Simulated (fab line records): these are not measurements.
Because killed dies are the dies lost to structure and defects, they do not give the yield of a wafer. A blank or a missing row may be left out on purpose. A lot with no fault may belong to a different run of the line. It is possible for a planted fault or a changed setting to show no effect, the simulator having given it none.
Comparing a struck lot with a sound one -- flow nand harc -- 15 out of 1302 route steps
Sound: the wafers L998.1, L998.4, L998.6. Struck: wafers L987.1, L987.3, L987.6. At the end, the cause is stated.
For every step that has rows: the tool of each side, followed by ch and its chambers, followed by its first start. Under that, the readings that differ: sound wafers -- struck wafers -- difference of the means -- sigmas: that difference in standard deviations of wafers without a fault.
alike: words and numbers the same on both sides, and readings whose means are apart by under 2 such deviations; not compared: readings that were withheld, readings missing a value for some wafer, numbers with overlapping values and no deviation given by the record, and bounds like >300 which may hide the same value.
A row with sigmas, a row that says differs or no value, or rows on one side alone: a step with any of these is where the two part. Non-overlapping numbers with no deviation appear without sigmas and do not part them. A reading missing from all wafers of one side parts the sides only when that side holds two or more wafers.

first, 2 steps without rows for these wafers: NHARC_THIN_TSV_PEB_10 (peb time 85 s); NHARC_THIN_TSV_DEVELOP_11 (time 70 s).
NHARC_THIN_TSV_CD_MEAS_12: target cd 1000 nm.
  sound on cd sem-03 ch 0, day 29 17:01; struck on cd sem-03 ch 0, day 24 16:56
  alike: cd nm
then, 1 step without rows for these wafers: NHARC_THIN_TSV_HARDBAKE_13 (time 80 s).
NHARC_THIN_TSV_DESCUM_14: chemistry O2, time 3 s.
  sound on rie diel-02 ch 1,2, day 29 17:11; struck on rie diel-13 ch 1,3, day 24 17:06
  alike: drypump motor current A, oes product au, rf vpp V, showerhead plenum p Torr, throttle valve pct
  not compared: rf hours counter h
then, 1 step without rows for these wafers: NHARC_THIN_TSV_ETCH_44 (etches the open film in CF4/O2, target depth 1594.2 nm, time 797.1 s).
NHARC_THIN_TSV_ETCH_15: target depth 3000 nm, bosch target overetch cycles 2, bosch etch step 2.8 s.
  sound on rie si-01 ch 0,1,3, day 29 17:51; struck on rie si-05 ch 0,2,3, day 24 17:46
  alike: drypump motor current A
  not compared: rf hours counter h
NHARC_THIN_TSV_CD_MEAS_16:
  struck on cd sem-01, day 24 17:53; sound on cd sem-03, day 29 17:58
  alike: cd nm
NHARC_THIN_TSV_STRIP_45: strips in O2.
  sound on plasma asher-01 ch 1, day 29 18:05; struck on plasma asher-01 ch 0,1, day 24 17:58
  alike: drypump motor current A, heater power w
  not compared: rf hours counter h
then, 1 step without rows for these wafers: NHARC_THIN_TSV_STRIP_46 (strips in post etch residue remover, time 1200 s).
NHARC_THIN_TSV_DEP_47: deposits SiO2, target thk 200 nm.
  sound on pecvd-01 ch 0,1,2, day 29 18:56; struck on pecvd-02 ch 1,2, day 24 18:50
  alike: throttle valve pct
NHARC_THIN_TSV_ETCHBACK_48: etches the open film in C4F8/Ar, target depth 1028.5 nm, time 405.17 s.
  sound on rie diel-02 ch 0,2,3, day 29 19:19; struck on rie diel-13 ch 0,2,3, day 24 19:19
  alike: oes product au, rf vpp V
  not compared: rf hours counter h
NHARC_THIN_TSV_STRIP_62: strips in N2/H2, time 20 s.
  sound on plasma asher-01 ch 0,1, day 29 20:29; struck on plasma asher-01 ch 1, day 24 19:37
  no value came back on the struck wafers for drypump motor current A (A), heater power w (W); on the sound wafers drypump motor current A (A) reads 5.7 5.7 6.2
  not compared: rf hours counter h
then, 1 step without rows for these wafers: NHARC_THIN_TSV_DEGAS_49 (time 120 s).
NHARC_END_SORT_01:
  sound on prober-02 ch 0, day 30 10:26; struck on prober-01 ch 0, day 25 11:55
reading,sound,struck,difference,sigmas
killed at other,0 0 1,9 6 2,+5,+4
  alike: defect limited yield, killed at array, killed at periphery, killed dies, killed open, killed short

WHERE THEY PART
Last at NHARC_END_SORT_01 as far as this record goes, first at NHARC_THIN_TSV_STRIP_62.

WHY: what had been put in by the simulator
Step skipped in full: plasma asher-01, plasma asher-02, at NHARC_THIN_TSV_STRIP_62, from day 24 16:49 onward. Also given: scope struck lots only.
